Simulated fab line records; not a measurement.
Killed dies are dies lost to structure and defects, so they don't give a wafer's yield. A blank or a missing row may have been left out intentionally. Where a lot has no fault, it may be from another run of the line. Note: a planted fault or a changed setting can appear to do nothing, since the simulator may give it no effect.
Struck lot and sound lot, side by side | flow n5_finfet | 16 steps out of a route of 1938
Sound: the wafers L176.3, L176.4, L176.6. Struck: wafer L197.3. (L197.1, L197.4 of the same lot were not struck and are left out.) The cause comes at the end.
Per side, at each step with rows, come the tool, then ch with its chambers, and then its first start. Under that, the readings that differ: sound wafers | struck wafers | difference of the means | sigmas: that difference in standard deviations of wafers without a fault.
alike: readings whose means differ by less than 2 such deviations, and words and numbers that are the same on both sides. not compared: withheld readings, readings that some wafer has no value for, bounds like >300 that may hide the same value, and numbers for which the record gives no deviation and whose values overlap.
A row with sigmas, a row that says differs or no value, or rows on one side alone: a step with any of these is where the two part. When numbers do not overlap yet have no deviation, they are printed without sigmas and do not part them. A reading missing from all wafers of one side parts the sides only when that side holds two or more wafers.

first, 5 steps without rows for these wafers: N5_MOL_CONTACT_COAG_EBR_80; N5_MOL_CONTACT_COAG_SOFTBAKE_79 (time 60 s); N5_MOL_CONTACT_COAG_EXPOSE_81 (exposes mask VG, defocus 0 nm); N5_MOL_CONTACT_COAG_PEB_82 (peb time 60 s); N5_MOL_CONTACT_COAG_DEVELOP_83 (develop time 30 s).
N5_MOL_CONTACT_COAG_CD_MEAS_84: the cd target is 25.1 nm.
  sound on cd_sem-02 ch 0, day 5 06:29; struck on cd_sem-02 ch 0, day 10 08:54
  alike: cd_nm
N5_MOL_CONTACT_COAG_OVL_MEAS_85:
  sound on overlay-01 ch 0, day 5 06:32; struck on overlay-02 ch 0, day 10 08:56
  alike: VG_OVL
N5_MOL_CONTACT_COAG_INSPECT_57: inspects for defects (brightfield).
  sound on defect_inspect-02, day 5 06:34; struck on defect_inspect-02, day 10 08:59
  alike: raw_defect_count
N5_MOL_CONTACT_COAG_DESCUM_88: chemistry O2, time 7 s.
  sound on rie_diel-02 ch 0,2,3, day 5 06:37; struck on rie_diel-05 ch 1, day 10 09:02
  reading               | sound          | struck | difference | sigmas
  oes_product_au (a.u.) | 0.75 0.79 0.82 | 0.94   | +0.15      | +2
  alike: drypump_motor_current_A, rf_vpp_V, showerhead_plenum_p_Torr, throttle_valve_pct
  not compared: rf_hours_counter_h
N5_MOL_CONTACT_COAG_ETCH_89: etches underlayer in N2/H2, target depth 13 nm, time 10.4 s.
  sound on rie_diel-02 ch 0,2,3, day 5 06:38; struck on rie_diel-05 ch 1, day 10 09:04
  reading               | sound          | struck | difference | sigmas
  oes_product_au (a.u.) | 0.64 0.68 0.69 | 0.81   | +0.14      | +2
  alike: drypump_motor_current_A, etch_rf_on_time_s, rf_vpp_V, showerhead_plenum_p_Torr, throttle_valve_pct
  not compared: rf_hours_counter_h
N5_MOL_CONTACT_COAG_ETCH_90: etches SiARC in CF4, target depth 13 nm, time 21.7 s.
  sound on rie_diel-02 ch 0,2,3, day 5 06:40; struck on rie_diel-05 ch 1, day 10 09:05
  alike: drypump_motor_current_A, etch_rf_on_time_s, oes_product_au, rf_vpp_V, showerhead_plenum_p_Torr, throttle_valve_pct
  not compared: rf_hours_counter_h
N5_MOL_CONTACT_COAG_ALD_131: deposits SiO2, target thk 5 nm, pulse time 1 s, co reactant pulse time 1 s.
  sound on ald_sin-01 ch 0,1,2, day 5 07:25; struck on ald_sin-03 ch 1, day 10 09:25
  alike: chamber_pressure_Torr, heater_power_w, precursor_pulse_height_rel
N5_MOL_CONTACT_COAG_ETCHBACK_132: etches SiO2 in CHF3, target depth 10 nm, time 6.7 s.
  sound on rie_diel-02 ch 2,3, day 5 07:44; struck on rie_diel-02 ch 2, day 10 09:35
  reading                                               | sound          | struck | difference | sigmas
  oes_product_au (a.u.)                                 | 0.80 0.75 0.80 | 0.94   | +0.16      | +3
  model.CAR-EUV_of_MOL_CONTACT_COAG_COAT_78.thk_nm (nm) | 15.4 15.6 15.6 | 15     | -1         |
  alike: drypump_motor_current_A, oes_ar_750_au, rf_vpp_V, showerhead_plenum_p_Torr, throttle_valve_pct
  not compared: rf_hours_counter_h
N5_MOL_CONTACT_COAG_ETCH_91: etches SOC in N2/H2, target depth 60 nm, overetch 21 nm, time 101.2 s.
  sound on rie_diel-02 ch 2,3, day 5 07:47; struck on rie_diel-02 ch 2, day 10 09:37
  alike: drypump_motor_current_A, oes_product_au, rf_vpp_V, showerhead_plenum_p_Torr, throttle_valve_pct
  not compared: rf_hours_counter_h
-- here the record skips 3 days between the struck wafers' starts before and after, leaving off in module MOL_CONTACT_COAG and picking up in module BEOL_M4 (first step shown: number 1111 of the route) --
N5_BEOL_M4_RC_MEAS_101:
  sound on prober-02 ch 0, day 7 21:17; struck on prober-01 ch 0, day 13 10:13
  alike: DIBL_N, DIBL_P, IOFF_N, IOFF_P, ION_N, ION_P, SS_N, SS_P, VT_N, VT_P
next, for these wafers, 1 step has no rows: N5_PASSIVATION_PROBE_49.

## WHERE THEY PART
Earliest at N5_MOL_CONTACT_COAG_DESCUM_88; latest, in this record, at N5_MOL_CONTACT_COAG_ETCHBACK_132. Later steps at which nothing parts them and some readings are alike: N5_MOL_CONTACT_COAG_ETCH_91, N5_BEOL_M4_RC_MEAS_101.

WHY: the cause the simulator had injected
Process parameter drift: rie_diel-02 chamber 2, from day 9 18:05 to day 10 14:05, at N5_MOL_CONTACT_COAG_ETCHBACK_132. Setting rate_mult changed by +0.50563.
